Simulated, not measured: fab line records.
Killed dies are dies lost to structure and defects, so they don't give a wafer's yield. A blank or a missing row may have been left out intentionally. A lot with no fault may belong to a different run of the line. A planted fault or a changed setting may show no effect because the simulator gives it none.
Which tool was responsible? || flow n5 finfet || 12 lots, 36 wafers sampled, at 4 steps of a route of 1938

== WHAT THE GAUGES SHOWED, per wafer ==
N5_BEOL_M5_THK_MEAS_53: measures by xrf.
{"lot": "L473", "measured": "day 8 21:40", "on": "film metro-02", "M5_THK (nm)": "64.3 65.0 62.7"}
{"lot": "L474", "measured": "day 8 22:40", "on": "film metro-01", "M5_THK (nm)": "64.8 63.5 64.6"}
{"lot": "L476", "measured": "day 9 03:20", "on": "film metro-01", "M5_THK (nm)": "59.0 63.1 62.2"}
{"lot": "L477", "measured": "day 9 19:32", "on": "film metro-02", "M5_THK (nm)": "62.5 68.1 64.6"}
{"lot": "L479", "measured": "day 10 06:59", "on": "film metro-01", "M5_THK (nm)": "65.0 65.2 67.4"}
{"lot": "L483", "measured": "day 11 08:01", "on": "film metro-02", "M5_THK (nm)": "62.4 63.1 61.1"}
{"lot": "L484", "measured": "day 11 20:13", "on": "film metro-01", "M5_THK (nm)": "60.2 64.0 63.7"}
{"lot": "L485", "measured": "day 12 00:34", "on": "film metro-02", "M5_THK (nm)": "66.1 62.4 63.0"}
{"lot": "L491", "measured": "day 13 06:59", "on": "film metro-01", "M5_THK (nm)": "62.0 61.9 67.0"}
{"lot": "L494", "measured": "day 14 03:14", "on": "film metro-02", "M5_THK (nm)": "63.7 64.0 63.0"}
{"lot": "L495", "measured": "day 14 04:49", "on": "film metro-02", "M5_THK (nm)": "64.8 63.8 67.2"}
{"lot": "L490", "measured": "day 14 21:47", "on": "film metro-01", "M5_THK (nm)": "63.4 61.8 66.2"}

N5_BEOL_M5_RS_MEAS_57: the measuring method here is four-point-probe.
{"lot": "L473", "measured": "day 8 21:55", "on": "film metro-02", "M5_RS (ohm/sq)": "0.387 0.385 0.400"}
{"lot": "L474", "measured": "day 8 22:55", "on": "film metro-01", "M5_RS (ohm/sq)": "0.383 0.390 0.384"}
{"lot": "L476", "measured": "day 9 03:37", "on": "film metro-02", "M5_RS (ohm/sq)": "0.428 0.394 0.401"}
{"lot": "L477", "measured": "day 9 19:50", "on": "film metro-02", "M5_RS (ohm/sq)": "0.398 0.363 0.385"}
{"lot": "L479", "measured": "day 10 07:15", "on": "film metro-01", "M5_RS (ohm/sq)": "0.384 0.378 0.363"}
{"lot": "L483", "measured": "day 11 08:17", "on": "film metro-01", "M5_RS (ohm/sq)": "0.398 0.394 0.411"}
{"lot": "L484", "measured": "day 11 20:29", "on": "film metro-02", "M5_RS (ohm/sq)": "0.413 0.387 0.389"}
{"lot": "L485", "measured": "day 12 00:49", "on": "film metro-02", "M5_RS (ohm/sq)": "0.374 0.401 0.396"}
{"lot": "L491", "measured": "day 13 07:14", "on": "film metro-01", "M5_RS (ohm/sq)": "0.399 0.399 0.364"}
{"lot": "L494", "measured": "day 14 03:31", "on": "film metro-02", "M5_RS (ohm/sq)": "0.391 0.389 0.397"}
{"lot": "L495", "measured": "day 14 05:04", "on": "film metro-02", "M5_RS (ohm/sq)": "0.383 0.391 0.366"}
{"lot": "L490", "measured": "day 14 22:03", "on": "film metro-02", "M5_RS (ohm/sq)": "0.392 0.405 0.372"}

N5_BEOL_M6_OVL_MEAS_12.
{"lot": "L473", "measured": "day 9 01:41", "on": "overlay-01", "M6_OVL (nm)": "-0.6 -1.0 0.4"}
{"lot": "L474", "measured": "day 9 03:04", "on": "overlay-02", "M6_OVL (nm)": "0.5 0.3 -0.1"}
{"lot": "L476", "measured": "day 9 06:42", "on": "overlay-01", "M6_OVL (nm)": "1.1 0.3 0.9"}
{"lot": "L477", "measured": "day 9 23:06", "on": "overlay-01", "M6_OVL (nm)": "1.1 1.6 1.8"}
{"lot": "L479", "measured": "day 10 08:33", "on": "overlay-01", "M6_OVL (nm)": "0.4 0.1 0.2"}
{"lot": "L483", "measured": "day 11 10:31", "on": "overlay-01", "M6_OVL (nm)": "0.3 0.7 -0.2"}
{"lot": "L484", "measured": "day 11 23:34", "on": "overlay-01", "M6_OVL (nm)": "1.1 1.2 0.5"}
{"lot": "L485", "measured": "day 12 02:48", "on": "overlay-02", "M6_OVL (nm)": "0.3 0.9 0.4"}
{"lot": "L491", "measured": "day 13 09:36", "on": "overlay-02", "M6_OVL (nm)": "0.5 1.3 1.1"}
{"lot": "L494", "measured": "day 14 05:54", "on": "overlay-02", "M6_OVL (nm)": "-0.7 -1.2 -1.5"}
{"lot": "L495", "measured": "day 14 06:52", "on": "overlay-01", "M6_OVL (nm)": "-0.4 0.1 -0.2"}
{"lot": "L490", "measured": "day 15 02:15", "on": "overlay-02", "M6_OVL (nm)": "0.1 0.1 1.0"}

== WHICH TOOL RAN EACH LOT (tool, then ch and the chambers of the sampled wafers, then the start) ==
{"lot": "L473", "N5_BEOL_M6_COAT_60": "litho track-05 ch 0, day 9 01:25"}
{"lot": "L474", "N5_BEOL_M6_COAT_60": "litho track-01 ch 0, day 9 02:40"}
{"lot": "L476", "N5_BEOL_M6_COAT_60": "litho track-05 ch 0, day 9 06:26"}
{"lot": "L477", "N5_BEOL_M6_COAT_60": "litho track-05 ch 0, day 9 22:42"}
{"lot": "L479", "N5_BEOL_M6_COAT_60": "litho track-02 ch 0, day 10 08:10"}
{"lot": "L483", "N5_BEOL_M6_COAT_60": "litho track-05 ch 0, day 11 10:05"}
{"lot": "L484", "N5_BEOL_M6_COAT_60": "litho track-02 ch 0, day 11 23:10"}
{"lot": "L485", "N5_BEOL_M6_COAT_60": "litho track-05 ch 0, day 12 02:31"}
{"lot": "L491", "N5_BEOL_M6_COAT_60": "litho track-02 ch 0, day 13 09:12"}
{"lot": "L494", "N5_BEOL_M6_COAT_60": "litho track-02 ch 0, day 14 05:38"}
{"lot": "L495", "N5_BEOL_M6_COAT_60": "litho track-01 ch 0, day 14 06:28"}
{"lot": "L490", "N5_BEOL_M6_COAT_60": "litho track-05 ch 0, day 15 01:49"}
- N5_BEOL_M6_COAT_60: time 60 s, resist thk 35 nm.

== AS READ BY THE TOOLS THEMSELVES (means over the sampled wafers that have a number; for cases with no such wafer, the mark the record gives instead) ==
N5_BEOL_M6_COAT_60.
{"lot": "L473", "tool": "litho track-05", "spin speed rpm (rpm)": 1500.4}
{"lot": "L474", "tool": "litho track-01", "spin speed rpm (rpm)": 1499.2}
{"lot": "L476", "tool": "litho track-05", "spin speed rpm (rpm)": 1499.8}
{"lot": "L477", "tool": "litho track-05", "spin speed rpm (rpm)": 1499.4}
{"lot": "L479", "tool": "litho track-02", "spin speed rpm (rpm)": 1499.1}
{"lot": "L483", "tool": "litho track-05", "spin speed rpm (rpm)": 1669.6}
{"lot": "L484", "tool": "litho track-02", "spin speed rpm (rpm)": 1500.6}
{"lot": "L485", "tool": "litho track-05", "spin speed rpm (rpm)": 1669.3}
{"lot": "L491", "tool": "litho track-02", "spin speed rpm (rpm)": 1500.5}
{"lot": "L494", "tool": "litho track-02", "spin speed rpm (rpm)": 1498.7}
{"lot": "L495", "tool": "litho track-01", "spin speed rpm (rpm)": 1499.2}
{"lot": "L490", "tool": "litho track-05", "spin speed rpm (rpm)": 1500.3}

== THE ANSWER, worked out from the rows above alone ==
Rule: what is usual is taken from the lots themselves. The widest of any qualifying gaps counts: lots, ordered by their means at a reading, are off when they make up no more than a third of the lots, leave a main group of 4 or more, and stand apart from it by 3 or more times the standard deviation of that group's means. Not used: any main group whose means are identical at the precision the tables above print for the reading. A lot without any number at a reading at which 4 lots or more have one is off too. Where the step has rows for the other lots, those lots are counted as sound. Order of review: gauges by route order, followed by the tools' own readings, for which a lot's mean as printed above is used. The first step at which some lot is off is used, and at that step the reading that is off furthest; a lot without a number counts as furthest.
Off, at N5_BEOL_M6_COAT_60 on spin speed rpm: L483, L485. The main group: mean 1499.7 rpm, standard deviation 0.65.
If a tool, at that step or one of the process steps before it, ran each lot that is off and ran no sound lot following the first of them, it fits. No candidate that was tried fits.

== WHAT THE SIMULATOR HAD INSERTED ==
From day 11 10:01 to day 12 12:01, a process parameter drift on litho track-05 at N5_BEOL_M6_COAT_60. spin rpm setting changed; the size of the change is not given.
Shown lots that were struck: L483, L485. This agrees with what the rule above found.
